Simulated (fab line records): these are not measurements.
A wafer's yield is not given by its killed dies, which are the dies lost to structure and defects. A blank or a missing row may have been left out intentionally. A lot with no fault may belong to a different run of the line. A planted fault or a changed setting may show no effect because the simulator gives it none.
fab line records | flow nandHarc | part 2 of 2: steps 25 to 32 of 32
record: lots: 5 | wafers: 15 | lastDay: 33
route steps=1302 shown A_CONTACT@989
lots that met no fault: from a run of the same line without faults
startH: hours from the record's first day to the start of the lot's first wafer shown | waitH: hours elapsed since this lot's preceding step | " as in the row above | L1.1+2: one row covering several wafers at once | - either no value or no given start | * or withheld: withheld | < > ~ a bound
route shown NAME@n: names a module that has steps shown in the file, with the first one's number in the route | usual: mean/standard deviation of fault-free wafers | same: alike in all rows | chamber/n: place in a boat | sites: each site's reading | _std_site: the standard deviation of these | _edge_site: mean of outer sites minus mean of inner sites | radiusMm: for every site, how far away it sits from the centre of the wafer | mask NAME#n: copy n | behind: the tool/chamber that last shaped the wafer | hold: the reason the lot was held/the length of the hold in hours/how it ended | device: transistor that didn't switch, given as n, p or np | end of line: tests of these same wafers at the route's end | where a step has no rows: the recipe by itself | killed: at the first sort, the dies lost to defects and structure; wafer yield is something else | map: shows each die of a wafer: x if killed, . if not, _ if none is there
set.NAME: the setting that was run; set.NAME@STEP: the one run at that earlier step | model.NAME: the simulator's own value behind a step, which no gauge read
lots seen at some steps along the route; tables by step, rows by wafer
services: from which hour (startH, from the record's first day; less than 0 if before it) a tool's chamber was out of use, for how many hours, and why
== steps ==
step: NHARC_A_CONTACT_ETCH_119
recipe: sourceW: withheld | pressureMtorr: 20 | biasV: 3000 | timeS: 190 | targetDepthA: 18500 | arFlowSccm: withheld | c4f8FlowSccm: withheld | o2FlowSccm: withheld | chemistry: C4F8/O2/Ar
lot.wafer | tool          | chamber | startH | waitH | rfHoursCounterH
L075.3    | harCapEtch-02 | 1       | 510.46 | 0.1   | -
L075.4    | "             | 0       | "      | "     | -
L075.6    | "             | 1       | "      | "     | -
L076.1    | harCapEtch-03 | 0       | 510.71 | 0.1   | 46
L076.4    | "             | 0       | "      | "     | -
L076.3    | "             | 1       | "      | "     | -
L089.3    | harCapEtch-01 | 0       | 642.70 | 0.1   | -
L089.5    | "             | 1       | "      | "     | -
L089.6    | "             | 0       | "      | "     | -
L091.2    | harCapEtch-01 | 0       | 682.37 | 0.1   | 26
L091.3    | "             | 0       | "      | "     | -
L091.6    | "             | 1       | "      | "     | -
L097.3    | harCapEtch-02 | 1       | 724.85 | 0.1   | -
L097.4    | "             | 0       | "      | "     | -
L097.5    | "             | 1       | "      | "     | -
step: NHARC_A_CONTACT_ETCH_120
recipe: sourceW: withheld | pressureMtorr: 20 | biasV: 3000 | timeS: 190 | targetDepthA: 18500 | arFlowSccm: withheld | c4f8FlowSccm: withheld | o2FlowSccm: withheld | chemistry: C4F8/O2/Ar
lot.wafer | tool          | chamber | startH | waitH | rfHoursCounterH
L075.3    | harCapEtch-02 | 1       | 510.64 | 0.1   | -
L075.4    | "             | 0       | "      | "     | -
L075.6    | "             | 1       | "      | "     | -
L076.1    | harCapEtch-03 | 0       | 510.88 | 0.1   | 46
L076.4    | "             | 0       | "      | "     | -
L076.3    | "             | 1       | "      | "     | -
L089.3    | harCapEtch-01 | 0       | 642.87 | 0.1   | -
L089.5    | "             | 1       | "      | "     | -
L089.6    | "             | 0       | "      | "     | -
L091.2    | harCapEtch-01 | 0       | 682.53 | 0.1   | 26
L091.3    | "             | 0       | "      | "     | -
L091.6    | "             | 1       | "      | "     | -
L097.3    | harCapEtch-02 | 1       | 725.02 | 0.1   | -
L097.4    | "             | 0       | "      | "     | -
L097.5    | "             | 1       | "      | "     | -
step: NHARC_A_CONTACT_ETCH_121
recipe: sourceW: withheld | pressureMtorr: 20 | biasV: 3000 | timeS: 190 | targetDepthA: 18500 | arFlowSccm: withheld | c4f8FlowSccm: withheld | o2FlowSccm: withheld | chemistry: C4F8/O2/Ar
lot.wafer | tool          | chamber | startH | waitH | rfHoursCounterH
L075.3    | harCapEtch-02 | 1       | 510.81 | 0.1   | -
L075.4    | "             | 0       | "      | "     | -
L075.6    | "             | 1       | "      | "     | -
L076.1    | harCapEtch-03 | 0       | 511.05 | 0.1   | 46
L076.4    | "             | 0       | "      | "     | -
L076.3    | "             | 1       | "      | "     | -
L089.3    | harCapEtch-01 | 0       | 643.04 | 0.1   | -
L089.5    | "             | 1       | "      | "     | -
L089.6    | "             | 0       | "      | "     | -
L091.2    | harCapEtch-01 | 0       | 682.71 | 0.1   | 26
L091.3    | "             | 0       | "      | "     | -
L091.6    | "             | 1       | "      | "     | -
L097.3    | harCapEtch-02 | 1       | 725.19 | 0.1   | -
L097.4    | "             | 0       | "      | "     | -
L097.5    | "             | 1       | "      | "     | -
step: NHARC_A_CONTACT_ETCH_122
recipe: sourceW: withheld | pressureMtorr: 20 | biasV: 3000 | timeS: 190 | targetDepthA: 18500 | arFlowSccm: withheld | c4f8FlowSccm: withheld | o2FlowSccm: withheld | chemistry: C4F8/O2/Ar
lot.wafer | tool          | chamber | startH | waitH | rfHoursCounterH
L075.3    | harCapEtch-02 | 1       | 510.98 | 0.1   | -
L075.4    | "             | 0       | "      | "     | -
L075.6    | "             | 1       | "      | "     | -
L076.1    | harCapEtch-03 | 0       | 511.22 | 0.1   | 46
L076.4    | "             | 0       | "      | "     | -
L076.3    | "             | 1       | "      | "     | -
L089.3    | harCapEtch-01 | 0       | 643.21 | 0.1   | -
L089.5    | "             | 1       | "      | "     | -
L089.6    | "             | 0       | "      | "     | -
L091.2    | harCapEtch-01 | 0       | 682.88 | 0.1   | 26
L091.3    | "             | 0       | "      | "     | -
L091.6    | "             | 1       | "      | "     | -
L097.3    | harCapEtch-02 | 1       | 725.36 | 0.1   | -
L097.4    | "             | 0       | "      | "     | -
L097.5    | "             | 1       | "      | "     | -
step: NHARC_A_CONTACT_ETCH_123
recipe: sourceW: withheld | pressureMtorr: 20 | biasV: 400 | timeS: 490 | targetDepthA: 21100 | arFlowSccm: withheld | c4f8FlowSccm: 11.5 | o2FlowSccm: 7.2 | chemistry: C4F8/O2/Ar
lot.wafer | tool          | chamber | startH | waitH | rfHoursCounterH
L075.3    | harCapEtch-02 | 1       | 511.26 | 0.3   | -
L075.4    | "             | 0       | "      | "     | -
L075.6    | "             | 1       | "      | "     | -
L076.1    | harCapEtch-03 | 0       | 511.39 | 0.1   | 46
L076.4    | "             | 0       | "      | "     | -
L076.3    | "             | 1       | "      | "     | -
L089.3    | harCapEtch-01 | 0       | 643.56 | 0.3   | -
L089.5    | "             | 1       | "      | "     | -
L089.6    | "             | 0       | "      | "     | -
L091.2    | harCapEtch-01 | 0       | 683.05 | 0.1   | 26
L091.3    | "             | 0       | "      | "     | -
L091.6    | "             | 1       | "      | "     | -
L097.3    | harCapEtch-02 | 1       | 725.65 | 0.3   | -
L097.4    | "             | 0       | "      | "     | -
L097.5    | "             | 1       | "      | "     | -
step: NHARC_A_CONTACT_ETCH_90
recipe: targetDepthA: 400 | overEtchFrac: 0.5 | timeS: 85.7 | ionEnergyEv: 120 | ch3fFlowSccm: 50 | o2FlowSccm: 30 | arFlowSccm: 200 | rfW: 500 | biasW: 100 | chemistry: CH3F/O2
usual: drypumpMotorCurrentA: 5.7/0.47 | oesProductAu: 0.96/0.038 | rfVppV: 244.5/1.5 | showerheadPlenumPTorr: 2.47/0.092 | throttleValvePct: 20.664/0.01
lot.wafer | tool       | chamber | startH | waitH | drypumpMotorCurrentA | oesProductAu | rfHoursCounterH | rfVppV | showerheadPlenumPTorr | throttleValvePct
L075.4    | rieDiel-08 | 3       | 512.09 | 0.7   | 5.3                  | 1.01         | 27              | 241.7  | 2.34                  | 20.675
L075.3    | "          | 0       | "      | "     | 6.8                  | 1.01         | 26              | 242.9  | 2.53                  | 20.655
L075.6    | "          | 2       | "      | "     | 5.3                  | 0.98         | -               | 243.9  | 2.37                  | 20.661
L076.1    | rieDiel-07 | 2       | 512.36 | 0.9   | 5.2                  | 0.93         | 9               | 242.2  | 2.36                  | 20.668
L076.4    | "          | 0       | "      | "     | 5.2                  | 0.94         | 8               | 245.5  | 2.52                  | 20.669
L076.3    | "          | 1       | "      | "     | 5.8                  | 0.94         | 8               | 247.1  | 2.61                  | 20.653
L089.3    | rieDiel-07 | 2       | 644.30 | 0.7   | 5.2                  | 0.93         | 54              | 241.6  | 2.34                  | 20.688
L089.6    | "          | 0       | "      | "     | 5.2                  | 0.93         | -               | 245.6  | 2.50                  | 20.657
L089.5    | "          | 1       | "      | "     | 5.9                  | 0.94         | -               | 245.4  | 2.60                  | 20.654
L091.2    | rieDiel-08 | 0       | 684.02 | 0.9   | 6.8                  | 0.94         | 22              | 245.7  | 2.51                  | 20.661
L091.3    | "          | 1       | "      | "     | 5.8                  | 0.92         | 25              | 246.7  | 2.48                  | 20.672
L091.6    | "          | 1       | "      | "     | 5.7                  | 0.92         | -               | 243.5  | 2.48                  | 20.653
L097.3    | rieDiel-04 | 0       | 726.50 | 0.8   | 5.8                  | 1.00         | 3               | 245.7  | 2.57                  | 20.650
L097.4    | "          | 1       | "      | "     | 5.5                  | 1.01         | -               | 245.7  | 2.55                  | 20.672
L097.5    | "          | 3       | "      | "     | 5.6                  | 0.99         | -               | 243.6  | 2.46                  | 20.662
step: NHARC_A_CONTACT_ETCH_96
recipe: targetDepthA: 200 | overEtchFrac: 0.5 | timeS: 10 | ionEnergyEv: 250 | c4f6FlowSccm: 25 | o2FlowSccm: 20 | arFlowSccm: 500 | rfW: 600 | biasW: 500 | chemistry: C4F6/O2
usual: drypumpMotorCurrentA: 5.7/0.45 | oesProductAu: 0.973/0.028 | rfVppV: 547/3.1 | showerheadPlenumPTorr: 3.94/0.14 | throttleValvePct: 26.904/0.0095
lot.wafer | tool       | chamber | startH | waitH | drypumpMotorCurrentA | oesProductAu | rfHoursCounterH | rfVppV | showerheadPlenumPTorr | throttleValvePct
L075.3    | rieDiel-08 | 2       | -      | -     | 5.3                  | 1.002        | 24              | 544    | 3.79                  | 26.922
L075.4    | "          | 3       | "      | "     | 5.4                  | 1.024        | 27              | 544    | 3.74                  | 26.904
L075.6    | "          | 2       | "      | "     | 5.4                  | 0.996        | -               | 543    | 3.79                  | 26.924
L076.4    | rieDiel-07 | 0       | -      | -     | 5.2                  | 0.958        | 8               | 548    | 4.02                  | 26.914
L076.3    | "          | 2       | "      | "     | 5.2                  | 0.960        | 9               | 544    | 3.77                  | 26.908
L076.1    | "          | 3       | "      | "     | 5.4                  | 0.952        | 8               | 552    | 4.15                  | 26.903
L089.3    | rieDiel-07 | 1       | -      | -     | 5.9                  | 0.958        | 50              | 552    | 4.13                  | 26.906
L089.6    | "          | 2       | "      | "     | 5.1                  | 0.959        | -               | 542    | 3.74                  | 26.903
L089.5    | "          | 3       | "      | "     | 5.4                  | 0.929        | -               | 549    | 4.12                  | 26.895
L091.2    | rieDiel-08 | 1       | -      | -     | 5.8                  | 0.951        | 25              | 546    | 3.96                  | 26.895
L091.3    | "          | 0       | "      | "     | 6.8                  | 0.971        | 22              | 549    | 4.01                  | 26.894
L091.6    | "          | 2       | "      | "     | 5.3                  | 0.935        | -               | 542    | 3.78                  | 26.902
L097.3    | rieDiel-04 | 0       | 726.63 | 0.1   | 5.8                  | 1.007        | 3               | 551    | 4.09                  | 26.909
L097.5    | "          | 3       | "      | "     | 5.6                  | 1.009        | -               | 546    | 3.93                  | 26.894
L097.4    | "          | 0       | "      | "     | 5.8                  | 1.007        | -               | 550    | 4.09                  | 26.911
step: NHARC_A_CONTACT_CD_MEAS_53
usual: cdNm: 289.6/0.7
lot.wafer | tool     | chamber | startH | waitH | cdNm
L075.3    | cdSem-02 | -       | 512.29 | -     | 289.1
L075.4    | "        | -       | "      | "     | 288.9
L075.6    | "        | -       | "      | "     | 289.4
L076.1    | cdSem-01 | -       | 512.58 | -     | 289.5
L076.3    | "        | -       | "      | "     | 289.1
L076.4    | "        | -       | "      | "     | 289.7
L089.3    | cdSem-03 | -       | 644.50 | -     | 290.7
L089.5    | "        | -       | "      | "     | 290.0
L089.6    | "        | -       | "      | "     | 290.9
L091.2    | cdSem-03 | -       | 684.25 | -     | 289.9
L091.3    | "        | -       | "      | "     | 289.7
L091.6    | "        | -       | "      | "     | 290.2
L097.3    | cdSem-01 | -       | 726.71 | -     | 289.6
L097.4    | "        | -       | "      | "     | 289.0
L097.5    | "        | -       | "      | "     | 289.7
== services ==
tool          | chamber | startH | hours | kind
harCapEtch-01 | -       | 497.63 | 17.0  | pm
lithoTrack-01 | -       | 505.00 | 7.0   | pm
lithoTrack-06 | -       | 529.00 | 7.0   | pm
rieDiel-04    | -       | 532.93 | 9.0   | pm
rieDiel-08    | -       | 536.17 | 0.4   | repair
rieDiel-08    | -       | 544.87 | 9.0   | pm
rieDiel-07    | 1       | 554.62 | 4.5   | repair
rieDiel-07    | 0       | 555.62 | 7.3   | repair
harCapEtch-03 | -       | 566.91 | 0.3   | repair
rieDiel-04    | 3       | 582.21 | 24.3  | repair
rieDiel-04    | -       | 597.26 | 0.4   | repair
rieDiel-07    | 3       | 624.07 | 13.7  | repair
rieDiel-08    | 0       | 632.02 | 11.3  | repair
rieDiel-07    | -       | 648.20 | 9.0   | pm
rieDiel-08    | 3       | 663.73 | 13.8  | repair
harCapEtch-03 | -       | 665.38 | 0.3   | repair
rieDiel-07    | -       | 671.04 | 1.6   | repair
rieDiel-04    | 2       | 673.46 | 3.1   | repair
lithoTrack-01 | -       | 680.00 | 7.0   | pm
lithoTrack-06 | -       | 704.00 | 7.0   | pm
rieDiel-04    | -       | 709.98 | 9.0   | pm
harCapEtch-03 | -       | 712.64 | 2.1   | repair
rieDiel-08    | -       | 721.90 | 9.0   | pm
rieDiel-04    | 2       | 724.15 | 3.9   | repair
